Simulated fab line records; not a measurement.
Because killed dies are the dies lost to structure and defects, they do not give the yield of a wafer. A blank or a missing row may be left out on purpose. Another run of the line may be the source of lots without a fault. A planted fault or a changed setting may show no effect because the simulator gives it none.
fab line records	flow nand-harc
record: lots: 6	wafers: 18	last-day: 29
route steps=1302 shown A_BONDPAD@1216 HYBRID_BOND@1237 THIN_TSV@1244 END@1302
lots untouched by any fault: they come from a run of this same line in which no faults occurred
start-h: hours from the record's opening day to when the first of the lot's shown wafers began	wait-h: hours since the lot's step before	" identical to the entry in the row above	L1.1+2: a single row standing in for several wafers	- either no value or no given start	* or withheld: withheld	< > ~ a bound
route shown NAME@n: names a module that has steps shown in the file, with the first one's number in the route	usual: mean/standard deviation of fault-free wafers	same: alike in all rows	chamber/n: place in a boat	sites: each site's reading	_std_site: how widely they spread, as a standard deviation	_edge_site: the outer-site mean with the inner-site mean subtracted	radius-mm: how far each site lies from the wafer's centre	mask NAME#n: copy n	behind: the most recent tool/chamber to have shaped the wafer	hold: cause of the lot's hold/its duration in hours/its outcome	device: the n, p or np transistor that did not switch	end of line: the same wafers' tests at the end of the route	a step without rows: its recipe alone	killed: count of dies lost to structure and defects at first sort (not the wafer's yield)	map: per-die view of a wafer (x killed, . not killed, _ where there is no die)
set.NAME: the setting that was run; set.NAME@STEP: the one run at that earlier step	model.NAME: the simulator's own value behind a step, which no gauge read
lots seen at some steps along the route; tables by step, rows by wafer
services: the hour from which a tool's chamber was out of use, counted from the record's first day as start-h (under 0 if before that day), plus the number of hours and why
== steps ==
step: NHARC_A_BONDPAD_OVL_MEAS_35
usual: overlay-x-nm: 0/5.7	overlay-y-nm: -1/4.9
lot.wafer	tool	chamber	start-h	wait-h	overlay-x-nm	overlay-y-nm
L507.3	overlay-01	-	542.48	-	4	0
L507.4	"	-	"	"	4	0
L507.5	"	-	"	"	4	0
L517.1	overlay-02	-	624.93	-	-1	-9
L517.2	"	-	"	"	-1	-9
L517.4	"	-	"	"	-1	-9
L516.3	overlay-01	-	629.42	-	6	5
L516.4	"	-	"	"	6	5
L516.6	"	-	"	"	5	4
L518.1	overlay-02	-	638.58	-	-2	1
L518.2	"	-	"	"	-2	1
L518.4	"	-	"	"	-3	1
L519.1	overlay-02	-	658.83	-	-7	5
L519.4	"	-	"	"	-7	5
L519.5	"	-	"	"	-7	5
L520.2	overlay-01	-	667.17	-	2	0
L520.3	"	-	"	"	2	0
L520.4	"	-	"	"	1	-1
step: NHARC_A_BONDPAD_HARDBAKE_10
recipe: temp-c: 118	time-s: 65
step: NHARC_A_BONDPAD_DESCUM_11
recipe: time-s: 3	o2-flow-sccm: 200	ar-flow-sccm: 0	bias-power-w: 0	chemistry: O2
usual: drypump-motor-current-A: 5.7/0.43	oes-product-au: 0.998/0.0082	rf-vpp-V: 57.7/0.92	showerhead-plenum-p-Torr: 1.91/0.092	throttle-valve-pct: 11.312/0.0085
same: bias-power-w: 0
lot.wafer	tool	chamber	start-h	wait-h	drypump-motor-current-A	oes-product-au	rf-hours-counter-h	rf-vpp-V	showerhead-plenum-p-Torr	throttle-valve-pct
L507.4	rie-diel-04	2	542.62	-	5.7	1.020	0	57.7	1.89	11.301
L507.3	"	3	"	"	5.7	0.988	0	57.5	1.90	11.320
L507.5	"	1	"	"	5.2	0.983	-	57.4	1.80	11.306
L517.4	rie-diel-04	3	625.06	-	5.7	0.995	14	56.0	1.89	11.315
L517.2	"	0	"	"	5.5	0.990	12	58.5	1.86	11.299
L517.1	"	1	"	"	5.2	0.989	12	57.7	1.80	11.325
L516.4	rie-diel-10	0	629.56	-	5.8	0.980	1	58.0	2.00	11.311
L516.3	"	1	"	"	5.8	1.002	1	57.8	2.06	11.313
L516.6	"	3	"	"	6.1	1.005	-	57.4	1.86	11.319
L518.1	rie-diel-10	0	638.71	-	5.8	0.991	1	57.8	2.00	11.314
L518.2	"	2	"	"	5.9	0.998	1	57.6	1.84	11.314
L518.4	"	3	"	"	6.1	1.013	1	57.3	1.86	11.297
L519.1	rie-diel-04	2	658.96	-	5.7	1.007	18	57.2	1.88	11.310
L519.4	"	1	"	"	5.2	1.004	17	56.6	1.80	11.312
L519.5	"	2	"	"	5.7	1.007	-	57.9	1.88	11.299
L520.4	rie-diel-10	2	667.30	-	5.9	1.001	2	57.8	1.84	11.298
L520.2	"	3	"	"	6.1	0.998	2	57.1	1.86	11.305
L520.3	"	0	"	"	5.8	0.988	2	57.7	2.00	11.307
step: NHARC_A_BONDPAD_ETCH_34
recipe: target-depth-a: 600	overetch-a: 180	time-s: 65.91	ion-energy-ev: 200	n2-flow-sccm: 150	h2-flow-sccm: 150	ar-flow-sccm: 0	rf-w: 400	bias-w: 150	chemistry: N2/H2
step: NHARC_A_BONDPAD_ETCH_12
recipe: target-depth-a: 2200	time-s: 110	chf3-flow-sccm: 50	o2-flow-sccm: 10	ar-flow-sccm: 200	rf-w: 500	bias-w: 200	chemistry: CHF3/O2
step: NHARC_A_BONDPAD_CD_MEAS_13
usual: cd-nm: 498.8/1.8
lot.wafer	tool	chamber	start-h	wait-h	cd-nm
L507.3	cd-sem-01	-	542.93	-	498.0
L507.4	"	-	"	"	501.0
L507.5	"	-	"	"	497.6
L517.1	cd-sem-02	-	625.37	-	498.6
L517.2	"	-	"	"	498.4
L517.4	"	-	"	"	496.6
L516.3	cd-sem-01	-	630.34	-	501.0
L516.4	"	-	"	"	500.1
L516.6	"	-	"	"	496.2
L518.1	cd-sem-02	-	639.02	-	499.7
L518.2	"	-	"	"	499.8
L518.4	"	-	"	"	499.2
L519.1	cd-sem-03	-	659.27	-	499.2
L519.4	"	-	"	"	498.2
L519.5	"	-	"	"	497.9
L520.2	cd-sem-02	-	667.62	-	501.9
L520.3	"	-	"	"	499.9
L520.4	"	-	"	"	500.2
step: NHARC_A_BONDPAD_STRIP_15
recipe: o2-flow-sccm: 500	ar-flow-sccm: 0	bias-w: 0	chemistry: O2
usual: drypump-motor-current-A: 5.75/0.28	oes-product-au: 1.000/0.0091	rf-vpp-V: 57.7/0.9	showerhead-plenum-p-Torr: 3.51/0.15	throttle-valve-pct: 17.036/0.0084
lot.wafer	tool	chamber	start-h	wait-h	drypump-motor-current-A	oes-product-au	rf-hours-counter-h	rf-vpp-V	showerhead-plenum-p-Torr	throttle-valve-pct
L507.4	rie-diel-10	3	543.04	0.1	6.05	1.006	2	58.3	3.44	17.030
L507.3	"	0	"	"	5.82	1.004	2	58.1	3.68	17.038
L507.5	"	3	"	"	6.02	0.985	-	57.7	3.44	17.030
L517.2	rie-diel-10	1	625.45	0.1	5.81	0.995	1	58.2	3.79	17.025
L517.4	"	2	"	"	5.92	1.001	1	57.9	3.39	17.038
L517.1	"	3	"	"	6.05	1.012	1	58.8	3.44	17.035
L516.4	rie-diel-04	0	630.43	0.1	5.47	1.002	13	57.5	3.43	17.028
L516.3	"	1	"	"	5.20	1.005	13	57.1	3.33	17.048
L516.6	"	0	"	"	5.48	0.996	-	56.9	3.43	17.031
L518.1	rie-diel-10	3	639.10	0.1	6.01	1.007	1	58.5	3.44	17.038
L518.2	"	0	"	"	5.79	0.998	1	59.7	3.68	17.022
L518.4	"	2	"	"	5.94	0.987	1	56.9	3.39	17.048
L519.4	rie-diel-10	2	659.35	0.1	5.94	1.000	2	57.2	3.39	17.046
L519.1	"	0	"	"	5.77	1.000	2	57.5	3.68	17.039
L519.5	"	2	"	"	5.95	0.994	-	58.1	3.39	17.046
L520.3	rie-diel-04	1	667.69	0.1	5.20	0.982	19	55.6	3.33	17.039
L520.4	"	2	"	"	5.70	1.021	20	57.5	3.48	17.049
L520.2	"	3	"	"	5.74	1.006	22	56.5	3.49	17.042
step: NHARC_A_BONDPAD_ETCH_24
recipe: target-depth-a: 300	over-etch-frac: 0.3	time-s: 72.99	ion-energy-ev: 150	cf4-flow-sccm: 50	n2-flow-sccm: 100	ar-flow-sccm: 150	rf-w: 300	bias-w: 100	chemistry: CF4/N2
step: NHARC_A_BONDPAD_STRIP_16
recipe: time-s: 600	temp-c: 30	chemistry: post-etch-residue-remover
step: NHARC_A_BONDPAD_DEGAS_25
recipe: temp-c: 300	time-s: 60
usual: heater-power-w: 479/52
lot.wafer	tool	chamber	start-h	wait-h	heater-power-w
L507.3	pvd-sputter-03	-	543.58	-	463
L507.4	"	-	"	"	415
L507.5	"	-	"	"	413
L517.2	pvd-sputter-03	-	626.00	-	416
L517.4	"	-	"	"	448
L517.1	"	-	"	"	473
L516.4	pvd-sputter-02	-	630.97	-	445
L516.3	"	-	"	"	444
L516.6	"	-	"	"	447
L518.2	pvd-sputter-03	-	639.65	-	472
L518.1	"	-	"	"	473
L518.4	"	-	"	"	411
L519.1	pvd-sputter-03	-	659.91	-	416
L519.4	"	-	"	"	414
L519.5	"	-	"	"	436
L520.2	pvd-sputter-03	-	668.25	-	414
L520.3	"	-	"	"	429
L520.4	"	-	"	"	473
step: NHARC_A_BONDPAD_PRE_CLEAN_26
recipe: time-s: 30	temp-c: 280	gas: H2/He
step: NHARC_A_BONDPAD_PVD_17
recipe: target-thk-a: 50	bias-v: 168.6	power-w: 15000	chamber-pressure-pa: 0.12	time-s: 8.06	substrate-temp-c: 50	material: TaN
step: NHARC_A_BONDPAD_PVD_27
recipe: target-thk-a: 300	chamber-pressure-pa: 5	power-w: 5000	substrate-temp-c: 30	time-s: 20.49	material: Cu
usual: throttle-valve-pct: 30.1/1
lot.wafer	tool	chamber	start-h	wait-h	throttle-valve-pct
L507.3	pvd-sputter-03	-	543.80	-	29.6
L507.4	"	-	"	"	30.5
L507.5	"	-	"	"	29.7
L517.4	pvd-sputter-03	-	626.22	-	30.5
L517.1	"	-	"	"	28.0
L517.2	"	-	"	"	29.5
L516.4	pvd-sputter-02	-	631.20	-	30.5
L516.3	"	-	"	"	30.0
L516.6	"	-	"	"	30.7
L518.1	pvd-sputter-03	-	639.88	-	29.2
L518.2	"	-	"	"	29.7
L518.4	"	-	"	"	30.6
L519.4	pvd-sputter-03	-	660.13	-	30.6
L519.1	"	-	"	"	29.4
L519.5	"	-	"	"	30.7
L520.3	pvd-sputter-03	-	668.48	-	30.5
L520.4	"	-	"	"	28.2
L520.2	"	-	"	"	29.6
step: NHARC_A_BONDPAD_ECD_18
recipe: target-thk-a: 4000	bath-temp-c: 25	material: Cu
step: NHARC_A_BONDPAD_ANNEAL_28
recipe: temp-c: 225	time-s: 90
step: NHARC_A_BONDPAD_CMP_19
recipe: t-overpolish-s: 30	cu-recess-touch-s: 16	target-thk-nm: 169.82
step: NHARC_A_BONDPAD_SRD_21
recipe: time-s: 30	temp-c: 23	dry-time-s: 20	spin-rpm: 1500
step: NHARC_A_BONDPAD_INSPECT_23
usual: raw-defect-count: 557/120
lot.wafer	tool	chamber	start-h	wait-h	raw-defect-count
L507.3	defect-inspect-01	-	545.21	0.0	491
L507.4	"	-	"	"	644
L507.5	"	-	"	"	418
L517.1	defect-inspect-01	-	627.65	0.0	409
L517.2	"	-	"	"	534
L517.4	"	-	"	"	619
L516.3	defect-inspect-01	-	632.59	0.0	696
L516.4	"	-	"	"	444
L516.6	"	-	"	"	427
L518.1	defect-inspect-02	-	641.28	0.0	290
L518.2	"	-	"	"	353
L518.4	"	-	"	"	383
L519.1	defect-inspect-01	-	661.54	0.0	645
L519.4	"	-	"	"	520
L519.5	"	-	"	"	518
L520.2	defect-inspect-01	-	669.90	0.0	401
L520.3	"	-	"	"	455
L520.4	"	-	"	"	530
step: NHARC_HYBRID_BOND_ACTIVATE_00
recipe: time-s: 60	n2-flow-sccm: 200	ar-flow-sccm: 0	bias-power-w: 0	chemistry: N2
step: NHARC_HYBRID_BOND_PRECLEAN_01
recipe: time-s: 300	temp-c: 23	chemistry: DIW
step: NHARC_HYBRID_BOND_SRD_02
recipe: time-s: 30	temp-c: 23	dry-time-s: 20	spin-rpm: 1500
step: NHARC_HYBRID_BOND_BOND_03
recipe: temp-c: 25
step: NHARC_HYBRID_BOND_ANNEAL_04
recipe: temp-c: 300	time-s: 7200	ramp-up-c-per-min: 5	ramp-down-c-per-min: 3	idle-temp-c: 100	pressure-atm: 1
step: NHARC_HYBRID_BOND_OVL_MEAS_05
usual: overlay-x-nm: 1/31	overlay-y-nm: 2/32
lot.wafer	tool	chamber	start-h	wait-h	overlay-x-nm	overlay-y-nm
L507.3	overlay-02	-	558.01	0.4	28	-45
L507.4	"	-	"	"	14	-49
L507.5	"	-	"	"	8	-5
L517.1	overlay-02	-	636.09	0.4	-10	-7
L517.2	"	-	"	"	18	-1
L517.4	"	-	"	"	-6	27
L516.3	overlay-02	-	643.54	0.4	-41	84
L516.4	"	-	"	"	-23	-11
L516.6	"	-	"	"	35	4
L518.1	overlay-01	-	651.69	0.4	-33	70
L518.2	"	-	"	"	-44	-1
L518.4	"	-	"	"	31	4
L519.1	overlay-02	-	671.79	0.4	27	34
L520.2	overlay-01	-	677.92	0.4	16	54
L520.4	"	-	"	"	7	-11
step: NHARC_HYBRID_BOND_INSPECT_06
recipe: inspect-instrument: ir-void
usual: raw-defect-count: 84/37
lot.wafer	tool	chamber	start-h	wait-h	raw-defect-count
L507.3	defect-inspect-01	-	558.07	0.1	130
L507.4	"	-	"	"	115
L507.5	"	-	"	"	130
L517.1	defect-inspect-01	-	636.14	0.0	69
L517.2	"	-	"	"	72
L517.4	"	-	"	"	79
L516.3	defect-inspect-02	-	643.60	0.1	43
L516.4	"	-	"	"	47
L516.6	"	-	"	"	36
L518.1	defect-inspect-02	-	651.74	0.0	34
L518.2	"	-	"	"	55
L518.4	"	-	"	"	46
L519.1	defect-inspect-02	-	671.84	0.0	78
L520.2	defect-inspect-01	-	677.97	0.1	78
L520.4	"	-	"	"	84
step: NHARC_THIN_TSV_GRIND_00
recipe: target-thk-um: 6
usual: motor-current-A: 11.997/0.021
lot.wafer	tool	chamber	start-h	wait-h	motor-current-A
L507.3	grinder-01	0	558.61	0.5	12.018
L507.4	"	0	"	"	11.993
L507.5	"	0	"	"	11.988
L517.1	grinder-01	0	637.51	1.4	12.003
L517.2	"	0	"	"	11.999
L517.4	"	0	"	"	12.018
L516.3	grinder-01	0	644.14	0.5	12.024
L516.4	"	0	"	"	12.000
L516.6	"	0	"	"	11.998
L518.1	grinder-01	0	651.90	0.1	11.989
L518.2	"	0	"	"	11.984
L518.4	"	0	"	"	12.019
L519.1	grinder-01	0	671.99	0.1	11.981
L520.2	grinder-01	0	679.98	2.0	11.972
L520.4	"	0	"	"	11.974
step: NHARC_THIN_TSV_CMP_01
recipe: target-thk-um: 3
usual: motor-current-A: 12.2/1.2	retaining-ring-pressure-frac: 1.000/0.0056
lot.wafer	tool	chamber	start-h	wait-h	motor-current-A	retaining-ring-pressure-frac
L507.4	cmp-02	2	559.50	0.5	12.3	1.006
L507.3	"	3	"	"	10.9	0.990
L507.5	"	0	"	"	13.0	1.000
L517.4	cmp-03	0	638.73	0.4	14.1	0.995
L517.1	"	1	"	"	9.9	0.995
L517.2	"	2	"	"	12.0	1.001
L516.4	cmp-01	3	644.99	0.4	11.0	1.006
L516.3	"	0	"	"	13.2	0.999
L516.6	"	2	"	"	11.3	0.995
L518.1	cmp-02	1	653.18	1.1	13.6	0.993
L518.2	"	2	"	"	12.4	1.000
L518.4	"	3	"	"	10.3	0.994
L519.1	cmp-01	1	673.30	1.1	12.2	0.995
L520.2	cmp-02	1	681.38	1.1	12.0	0.990
L520.4	"	3	"	"	10.6	1.004
step: NHARC_THIN_TSV_THK_MEAS_02
recipe: thk-meas-gauge: ir
usual: thk-nm: 2967/220
lot.wafer	tool	chamber	start-h	wait-h	thk-nm
L507.3	film-metro-02	-	559.71	0.2	2976
L507.4	"	-	"	"	2564
L507.5	"	-	"	"	3234
L517.1	film-metro-01	-	639.00	-	3026
L517.2	"	-	"	"	2665
L517.4	"	-	"	"	2604
L516.3	film-metro-02	-	645.23	0.2	3379
L516.4	"	-	"	"	2882
L516.6	"	-	"	"	3093
L518.1	film-metro-01	-	653.41	-	2871
L518.2	"	-	"	"	3041
L518.4	"	-	"	"	2949
L519.1	film-metro-01	-	673.49	-	2721
L520.2	film-metro-02	-	681.62	0.2	3325
L520.4	"	-	"	"	3121
step: NHARC_THIN_TSV_SRD_03
step: NHARC_THIN_TSV_PRECLEAN_41
recipe: time-s: *	temp-c: 50	bath-age-min: 0	chemistry: SC1
step: NHARC_THIN_TSV_SRD_42
step: NHARC_THIN_TSV_DEP_43
recipe: target-thk-a: 13285	temp-c: withheld	pressure-torr: 6.5	rf-w: 900	teos-flow-sccm: 161.4	flow-sccm: 2650	target-thk-nm: 1328.5	gas: O2	material: SiO2
step: NHARC_THIN_TSV_DEHYDRATE_04
recipe: temp-c: 150	time-s: 120
step: NHARC_THIN_TSV_HMDS_05
recipe: time-s: 30
step: NHARC_THIN_TSV_COAT_06
recipe: spin-rpm: *
step: NHARC_THIN_TSV_SOFTBAKE_07
recipe: temp-c: 122	time-s: 95
step: NHARC_THIN_TSV_EBR_08
step: NHARC_THIN_TSV_EXPOSE_09
recipe: na: 0.55	dose-mj: 30.7	mask-id: TSV
step: NHARC_THIN_TSV_PEB_10
recipe: peb-temp-c: 118	peb-time-s: 85
step: NHARC_END_SORT_01
recipe: temp-c: 25
usual: defect-limited-yield: 91.1/2.9	killed-at-array: 55/20	killed-at-other: 0.7/0.96	killed-at-periphery: 4.1/2.4	killed-dies: 60/20	killed-open: 3.3/1.9	killed-short: 2.8/1.6
same: gross-dies: 677
lot.wafer	tool	chamber	start-h	wait-h	defect-limited-yield[%]	killed-at-array	killed-at-other	killed-at-periphery	killed-dies	killed-open	killed-short
L517.1	prober-02	0	654.58	2.5	92.9	43	0	5	48	0	2
L517.2	prober-02	0	655.39	2.8	91.3	49	1	9	59	6	3
L517.4	prober-02	0	657.01	3.4	91.9	45	0	10	55	5	1
L518.1	prober-02	0	671.21	2.5	95.3	28	0	4	32	2	1
L518.2	prober-02	0	672.00	2.8	92.5	40	1	10	51	2	7
L518.4	prober-02	0	673.59	3.4	94.5	29	0	8	37	1	2
L519.1	prober-01	0	690.12	2.5	91.1	52	1	7	60	1	4
L519.4	prober-01	0	692.53	3.4	0.4	667	1	6	674	4	1
L519.5	prober-01	0	693.33	3.7	0.3	671	0	4	675	3	4
L520.3	prober-01	0	699.52	3.1	0	666	1	10	677	3	1
killed by level:class
L517.1 A_SLIT:chamber-film-flake=26 P_M2:chamber-film-flake=4 A_DECK1_JOINT:chamber-film-flake=4 A_CONTACT:chamber-film-flake=4 A_CHANNEL_HOLE_D1:chamber-film-flake=3 A_DECK1_JOINT:geometric-particle:short=1 A_SGD_CUT:geometric-particle:short=1 P_STI:chamber-film-flake=1
L517.2 A_SLIT:chamber-film-flake=24 A_CHANNEL_HOLE_D1:chamber-film-flake=8 A_CONTACT:chamber-film-flake=7 P_M2:chamber-film-flake=4 P_CONTACT:geometric-particle:open=2 P_BONDPAD:chamber-film-flake=2 A_SOURCE_PLATE:geometric-particle:open=1 A_ONON_D1:geometric-particle:open=1
L517.4 A_SLIT:chamber-film-flake=31 P_M2:chamber-film-flake=5 A_CONTACT:chamber-film-flake=4 A_CHANNEL_HOLE_D1:chamber-film-flake=3 P_BONDPAD:chamber-film-flake=2 A_DECK1_JOINT:chamber-film-flake=2 P_GATE:geometric-particle:open=1 P_CONTACT:geometric-particle:open=1
L518.1 A_CHANNEL_HOLE_D2:chamber-film-flake=16 A_CHANNEL_HOLE_D1:chamber-film-flake=5 P_GATE:chamber-film-flake=2 A_SLIT:chamber-film-flake=2 A_M1:chamber-film-flake=2 P_CONTACT:geometric-particle:short=1 P_M0:geometric-particle:open=1 A_SOURCE_PLATE:geometric-particle:open=1
L518.2 A_CHANNEL_HOLE_D2:chamber-film-flake=19 A_CHANNEL_HOLE_D1:chamber-film-flake=4 A_SLIT:chamber-film-flake=4 A_WL_FILL:geometric-particle:short=3 P_M2:chamber-film-flake=3 P_BONDPAD:chamber-film-flake=3 A_CONTACT:chamber-film-flake=3 P_CONTACT:geometric-particle:open=1
L518.4 A_CHANNEL_HOLE_D2:chamber-film-flake=13 A_CHANNEL_HOLE_D1:chamber-film-flake=5 A_SLIT:chamber-film-flake=4 P_GATE:chamber-film-flake=3 A_CONTACT:chamber-film-flake=3 P_BONDPAD:chamber-film-flake=2 P_CONTACT:geometric-particle:open=1 A_ONON_D2:geometric-particle:short=1
L519.1 A_CHANNEL_HOLE_D1:chamber-film-flake=29 A_SLIT:chamber-film-flake=6 A_CONTACT:chamber-film-flake=6 P_GATE:chamber-film-flake=4 A_WL_FILL:chamber-film-flake=3 A_CHANNEL_HOLE_D2:chamber-film-flake=2 P_CONTACT:geometric-particle:short=1 A_ONON_D2:geometric-particle:short=1
L519.4 A_BONDPAD:area-pvd=620 A_CHANNEL_HOLE_D1:chamber-film-flake=27 A_CONTACT:chamber-film-flake=9 A_CHANNEL_HOLE_D2:chamber-film-flake=4 P_CONTACT:chamber-film-flake=3 A_M0:geometric-particle:open=2 P_GATE:chamber-film-flake=2 A_WL_FILL:chamber-film-flake=2
L519.5 A_BONDPAD:area-pvd=603 A_CHANNEL_HOLE_D1:chamber-film-flake=30 A_CONTACT:chamber-film-flake=10 A_SLIT:chamber-film-flake=8 A_WL_FILL:chamber-film-flake=5 A_CHANNEL_HOLE_D2:chamber-film-flake=4 A_STAIRCASE:chamber-film-flake=4 A_CHANNEL_HOLE_D2:geometric-particle:short=2
L520.3 A_BONDPAD:area-pvd=607 A_SLIT:chamber-film-flake=39 A_STAIRCASE:chamber-film-flake=10 P_M0:chamber-film-flake=4 P_BONDPAD:chamber-film-flake=3 A_SGD_CUT:chamber-film-flake=3 A_CHANNEL_HOLE_D1:chamber-film-flake=2 P_M0:geometric-particle:open=1
map L519.5 (x killed, . not)
____________x____________
_________xxxxxxx_________
_______xxxxxxxxxxx_______
______xxxxxxxxxxxxx______
_____xxxxxxxxxxxxxxx_____
____xxxxxxxxxxxxxxxxx____
____xxxxxxxxxxxxxxxxx____
___xxxxxxxxxxxxxxxxxxx___
___xxxxxxxxxxxxxxxxxxx___
__xxxxxxxxxxxxxxxxxxxxx__
__xxxxxxxxxxxxxxxxxxxxx__
_xxxxxxxxxxxxxxxxxxxxxxx_
_xxxxxxxxxxxxxxxxxxxxxxx_
_xxxxxxxxxxxxxxxxxxxxxxx_
_xxxxxxxxxxxxxxxxxxxxxxx_
_xxxxxxxxxxxxxxxxxxxxxxx_
xxxxxxxxxxxxxxxxxxxxxxxxx
xxxxxxxxxxxxxxxxxxxxxxxxx
xxxxxxxxxxxxxxxxxxxxxxxxx
xxxxxxxxxxxxxxxxxxxxxxxxx
xxxxxxxxxxxxxxxxxxxxxxxxx
_xxxxxxxxxxxxxxxxxxxxxxx_
_xxxxxxxxxxxxxxxxxxxxxxx_
_xxxxxxxxxxxxxxxxxxxxxxx_
_xxxxxxxxxxxxxxxxxxxxxxx_
_xxxxxxxxxxxxxxxxxxxxxxx_
__xxxxxxxxxxxxxxxxxxxxx__
__xxxxxxxxxxxxxxxxxxxxx__
___xxxxxxxxxxxxxxxxxxx___
___xxxxxxxxxxxxxxxxxxx___
____xxxxxxxxxxxxxx.xx____
____xxxxxxxxxxxxxxxxx____
_____xxxxxxxxxxxxxxx_____
______xxxxxxxxxxxxx______
_______xxxxxxxxxxx_______
_________xxxx.xx_________
____________x____________
map L520.3 (x killed, . not)
____________x____________
_________xxxxxxx_________
_______xxxxxxxxxxx_______
______xxxxxxxxxxxxx______
_____xxxxxxxxxxxxxxx_____
____xxxxxxxxxxxxxxxxx____
____xxxxxxxxxxxxxxxxx____
___xxxxxxxxxxxxxxxxxxx___
___xxxxxxxxxxxxxxxxxxx___
__xxxxxxxxxxxxxxxxxxxxx__
__xxxxxxxxxxxxxxxxxxxxx__
_xxxxxxxxxxxxxxxxxxxxxxx_
_xxxxxxxxxxxxxxxxxxxxxxx_
_xxxxxxxxxxxxxxxxxxxxxxx_
_xxxxxxxxxxxxxxxxxxxxxxx_
_xxxxxxxxxxxxxxxxxxxxxxx_
xxxxxxxxxxxxxxxxxxxxxxxxx
xxxxxxxxxxxxxxxxxxxxxxxxx
xxxxxxxxxxxxxxxxxxxxxxxxx
xxxxxxxxxxxxxxxxxxxxxxxxx
xxxxxxxxxxxxxxxxxxxxxxxxx
_xxxxxxxxxxxxxxxxxxxxxxx_
_xxxxxxxxxxxxxxxxxxxxxxx_
_xxxxxxxxxxxxxxxxxxxxxxx_
_xxxxxxxxxxxxxxxxxxxxxxx_
_xxxxxxxxxxxxxxxxxxxxxxx_
__xxxxxxxxxxxxxxxxxxxxx__
__xxxxxxxxxxxxxxxxxxxxx__
___xxxxxxxxxxxxxxxxxxx___
___xxxxxxxxxxxxxxxxxxx___
____xxxxxxxxxxxxxxxxx____
____xxxxxxxxxxxxxxxxx____
_____xxxxxxxxxxxxxxx_____
______xxxxxxxxxxxxx______
_______xxxxxxxxxxx_______
_________xxxxxxx_________
____________x____________
== services ==
tool	chamber	start-h	hours	kind
grinder-01	-	521.56	0.8	repair
cmp-03	-	521.84	0.3	repair
rie-diel-10	0	526.62	-	clean
cmp-02	-	526.65	4.0	pm
rie-diel-10	1	528.50	5.0	repair
pvd-sputter-03	-	531.37	10.0	pm
rie-diel-04	-	532.07	9.0	pm
cmp-01	-	558.34	4.3	repair
cmp-01	-	580.32	4.0	pm
rie-diel-04	0	592.26	5.9	repair
cmp-03	-	593.61	4.0	pm
rie-diel-10	-	596.59	9.0	pm
cmp-02	-	598.75	1.3	repair
cmp-01	-	604.33	1.1	repair
cmp-02	-	605.18	6.7	repair
rie-diel-04	-	606.46	0.9	repair
grinder-01	-	607.94	0.8	repair
cmp-01	-	613.87	1.1	repair
cmp-02	-	624.65	4.0	pm
cmp-02	-	631.01	2.0	repair
pvd-sputter-02	-	638.02	10.0	pm
cmp-01	-	640.45	4.2	repair
pvd-sputter-02	-	658.04	2.0	repair
cmp-01	-	678.32	4.0	pm
== key ==
first-sign: step: NHARC_END_SORT_01	reading: defect-limited-yield	direction: down	sigmas: 31	usual: 91.1	struck: 0.2
effect: step: NHARC_END_SORT_01	reading: killed-dies	direction: up	sigmas: 31	usual: 60	struck: 675
more-kills-born-at: NHARC_A_BONDPAD_PVD_27@pvd-sputter-03: 1830
met-at NHARC_A_BONDPAD_PVD_27
struck-wafers L519.4,L519.5,L520.3
later-rows-left-out L519.4,L519.5,L520.3
onset-between 639.88 660.13
fault: kind: process-parameter-drift	tool: pvd-sputter-03	chamber: -	onset-h: 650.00	steps: NHARC_A_BONDPAD_PVD_27	channel: target-thk-a	offset: *	shape: step	end-h: 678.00	acts-in: *	stated: *	scope: struck-wafers-only
later-rows-left-out: the simulator's readings of these wafers behind a module that went badly wrong aren't trusted and aren't shown, but for the sort
